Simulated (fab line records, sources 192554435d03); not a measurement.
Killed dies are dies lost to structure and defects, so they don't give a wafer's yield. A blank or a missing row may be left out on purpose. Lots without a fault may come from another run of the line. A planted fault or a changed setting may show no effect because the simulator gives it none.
fab line records | flow n5_finfet
record lots=5 wafers=15 last_day=20
route steps=1938 shown START@1 ZERO_LAYER@2 BEOL_M4@1111 PASSIVATION@1936
lots that met no fault: from a run of the same line without faults
start_h: hours from the record's first day to the start of the lot's first wafer shown | wait_h: hours since the lot's step before | " the same as in the row above | L1.1+2: a row that stands for several wafers | - no value, or no start given | * or withheld: withheld | < > ~ a bound
route shown NAME@n: a module of which the file shows steps, and the number in the route of the first | usual: mean/standard deviation of fault-free wafers | same: alike in all rows | chamber/n: place in a boat | sites: the reading at each site | _std_site: their standard deviation | _edge_site: outer sites' mean less inner sites' | radius_mm: how far each site lies from the wafer's centre | mask NAME#n: copy n | behind: the tool/chamber that last shaped the wafer | hold: why the lot was held/for how many hours/how that ended | device: the transistor (n, p or np) that didn't switch | end of line: the same wafers' tests at the end of the route | a step without rows: its recipe alone | killed: dies lost to structure and defects at the first sort, not the wafer's yield | map: a wafer's dies, x killed, . not, _ none there
set.NAME: the setting as run; set.NAME@STEP: as run at that earlier step | model.NAME: the simulator's own value behind a step, which no gauge read
lots at some steps of the route; a table a step, a row a wafer
services: from which hour (start_h, from the record's first day; less than 0 if before it) a tool's chamber was out of use, for how many hours, and why
## steps
# step N5_START_INSPECT_01
# recipe inspect_instrument=unpatterned_scan mode=incoming
# usual raw_defect_count=5.7/2.3
# columns lot.wafer tool chamber start_h wait_h raw_defect_count
L211.2 defect_inspect-01 - 24.03 - 5
L211.3 " - " " 7
L211.4 " - " " 4
L216.1 defect_inspect-01 - 54.03 - 12
L216.3 " - " " 6
L216.4 " - " " 3
L224.1 defect_inspect-02 - 102.03 - 8
L224.2 " - " " 8
L224.4 " - " " 6
L228.2 defect_inspect-02 - 126.03 - 5
L228.5 " - " " 2
L228.6 " - " " 5
L229.2 defect_inspect-01 - 132.03 - 6
L229.3 " - " " 6
L229.5 " - " " 4
# step N5_ZERO_LAYER_PRECLEAN_00
# recipe chemistry=SPM time_s=600 temp_c=120 mix=4:1
# step N5_ZERO_LAYER_SRD_01
# recipe time_s=30 temp_c=23 rinse_liquid=diw dry=n2_spin spin_rpm=1500 dry_time_s=30
# step N5_ZERO_LAYER_PECVD_02
# recipe material=SiO2 target_thk_a=100 temp_c=400 precursor=SiH4/N2O pressure_torr=0.75 rf_w=275 time_s=6
# usual heater_power_outer_w=541/66 heater_power_w=879/91 showerhead_plenum_p_Torr=8.03/0.14
# columns lot.wafer tool chamber start_h wait_h heater_power_outer_w heater_power_w showerhead_plenum_p_Torr model.SiO2_of_ZERO_LAYER_PECVD_02.thk_nm
L211.2 pecvd-04 1 24.28 0.0 610 1026 8.05 9.965
L211.3 " 1 " " 604 1035 8.05 10.04
L211.4 " 0 " " 582 883 8.08 9.935
L216.1 pecvd-03 1 54.28 0.0 562 887 8.08 6.577
L216.3 " 0 " " 583 920 8.16 9.987
L216.4 " 2 " " 485 801 7.74 6.478
L224.1 pecvd-04 2 102.28 0.0 402 690 8.09 9.892
L224.2 " 1 " " 551 979 8.06 9.844
L224.4 " 1 " " 553 927 8.06 10.24
L228.2 pecvd-04 1 126.28 0.0 602 1043 8.05 10.02
L228.5 " 1 " " 604 1035 8.06 10.18
L228.6 " 0 " " 595 947 8.10 10.08
L229.2 pecvd-03 2 132.28 0.0 428 713 7.76 9.88
L229.3 " 1 " " 564 924 8.06 10.31
L229.5 " 0 " " 659 975 8.17 10.12
# step N5_ZERO_LAYER_HMDS_04
# recipe time_s=60 temp_c=120
# step N5_BEOL_M4_RC_MEAS_101
# usual DIBL_N=37.0/1.6 DIBL_P=37.0/2.1 IOFF_N=0.17/0.032 IOFF_P=0.22/0.043 ION_N=679/13 ION_P=465/9.5 SS_N=71.7/0.59 SS_P=73.6/0.64 VT_N=249/3.2 VT_P=-249/4.1
# columns lot.wafer tool chamber start_h wait_h DIBL_N[mV/V] DIBL_P[mV/V] IOFF_N[nA/um] IOFF_P[nA/um] ION_N[uA/um] ION_P[uA/um] SS_N[mV/dec] SS_P[mV/dec] VT_N[mV] VT_P[mV]
L211.2 prober-01 0 239.54 0.2 35.2 35.9 0.13 0.17 667 460 72.0 72.2 255 -255
L211.3 " 0 " " 36.2 36.9 0.14 0.20 675 466 71.6 73.9 253 -254
L211.4 " 0 " " 36.2 36.4 0.14 0.18 663 455 71.5 73.4 254 -253
L216.1 prober-01 0 277.71 0.0 38.0 37.8 0.17 0.24 678 469 71.3 73.5 252 -250
L216.3 " 0 " " 37.2 36.1 0.15 0.20 689 471 71.7 72.8 252 -251
L216.4 " 0 " " 37.7 36.9 0.17 0.22 692 472 71.8 72.9 250 -249
L224.1 prober-01 0 334.98 0.0 37.1 35.4 0.14 0.19 668 459 71.3 72.7 252 -250
L224.2 " 0 " " 35.2 33.4 0.12 0.17 668 459 71.1 72.4 254 -252
L224.4 " 0 " " 38.4 36.3 0.17 0.20 678 458 71.8 73.1 248 -250
L228.2 prober-02 0 343.44 0.2 37.2 37.7 0.18 0.23 681 460 72.5 72.6 250 -248
L228.5 " 0 " " 37.1 37.8 0.19 0.24 675 460 71.9 74.1 248 -249
L228.6 " 0 " " 36.2 36.4 0.16 0.22 669 459 72.0 72.9 250 -249
L229.2 prober-01 0 368.06 0.2 37.4 37.4 0.17 0.23 680 463 72.0 73.3 249 -249
L229.3 " 0 " " 34.9 35.9 0.15 0.20 690 465 70.8 73.0 249 -253
L229.5 " 0 " " 36.4 36.4 0.17 0.21 680 466 71.1 73.7 247 -253
# step N5_PASSIVATION_PROBE_49
# usual defect_limited_yield=91.2/1.6 killed_at_M0_to_M3=33/11 killed_at_M4_up=14/5 killed_at_contacts=12/5.8 killed_at_front_end=41/12 killed_at_other=3.5/2.9 killed_dies=104/19 killed_open=68/14 killed_short=34/8.8 sort_bin_5_function=5.2/1.1 sort_bin_6_memory=3.2/0.71 sort_n_pass=1076/19 sort_yield_pct=91.2/1.6
# same gross_dies=1180 killed_at_back_side=0 sort_bin_4_leakage[%]=0 sort_bin_8_speed[%]=0
# columns lot.wafer tool chamber start_h wait_h defect_limited_yield[%] killed_at_M0_to_M3 killed_at_M4_up killed_at_contacts killed_at_front_end killed_at_other killed_dies killed_open killed_short sort_bin_5_function[%] sort_bin_6_memory[%] sort_n_pass sort_yield_pct[%]
L229.2 prober-01 - 468.95 0.1 90.6 48 12 7 40 4 111 68 43 5.3 3.5 1069 90.6
L229.3 prober-01 - 469.00 0.1 86.7 59 15 19 51 13 157 105 52 7.7 5.3 1023 86.7
L229.5 prober-01 - 469.10 0.2 92.1 43 7 13 22 8 93 64 29 4.6 3.1 1087 92.1
# killed by level:class
L229.2 BEOL_M0_SAQP:geometric_particle:open=13 BEOL_M2:geometric_particle:open=13 FIN_SAQP:geometric_particle:short=10 BEOL_M0_SAQP:geometric_particle:short=10 STI_FIN_REVEAL:geometric_particle:open=9 DUMMY_GATE:geometric_particle:open=7 FIN_SAQP:geometric_particle:open=5 MOL_CONTACT_COAG:geometric_particle:open=4
L229.3 STI_FIN_REVEAL:geometric_particle:open=18 MOL_CONTACT_COAG:geometric_particle:open=15 BEOL_M2:geometric_particle:open=14 BEOL_M0_SAQP:geometric_particle:open=13 BEOL_M0_SAQP:geometric_particle:short=11 BEOL_M4:geometric_particle:open=8 FIN_SAQP:geometric_particle:short=7 BEOL_M1:geometric_particle:open=7
L229.5 BEOL_M1:geometric_particle:open=13 BEOL_M2:geometric_particle:open=10 MOL_CONTACT_COAG:geometric_particle:open=9 BEOL_M0_SAQP:geometric_particle:open=8 STI_FIN_REVEAL:geometric_particle:open=6 BEOL_M0_SAQP:geometric_particle:short=6 MOL_CONTACT_COAG:geometric_particle:short=4 FIN_SAQP:geometric_particle:open=3
## services
# columns tool chamber start_h hours kind
pecvd-04 2 21.12 - clean
pecvd-04 2 21.12 - consumable_replace:showerhead
pecvd-04 2 21.12 29.0 scheduled_down
pecvd-04 2 21.12 29.0 vent_cycle
pecvd-03 1 40.07 2.1 scheduled_down
pecvd-03 2 44.54 2.1 scheduled_down
pecvd-03 - 46.93 1.7 repair
pecvd-03 0 110.22 5.5 scheduled_down
## key
first_sign none at tools or gauges
model_effect step=N5_ZERO_LAYER_PECVD_02 value=SiO2_of_ZERO_LAYER_PECVD_02.thk_nm without=10.2 struck=6.528
met_at N5_ZERO_LAYER_PECVD_02
struck_wafers L216.1,L216.4
baseline_loss step=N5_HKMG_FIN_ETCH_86 wafers=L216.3
fault kind=process_parameter_drift tool=pecvd-03 chamber=- onset_h=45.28 steps=N5_ZERO_LAYER_PECVD_02 channel=time_s offset=* shape=step end_h=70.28 scope=struck_wafers_only acts_in=* stated=*
# baseline_loss: these wafers lose ten dies or more at that step, a loss of the line's own and not of a fault; the sort's usual values leave them out
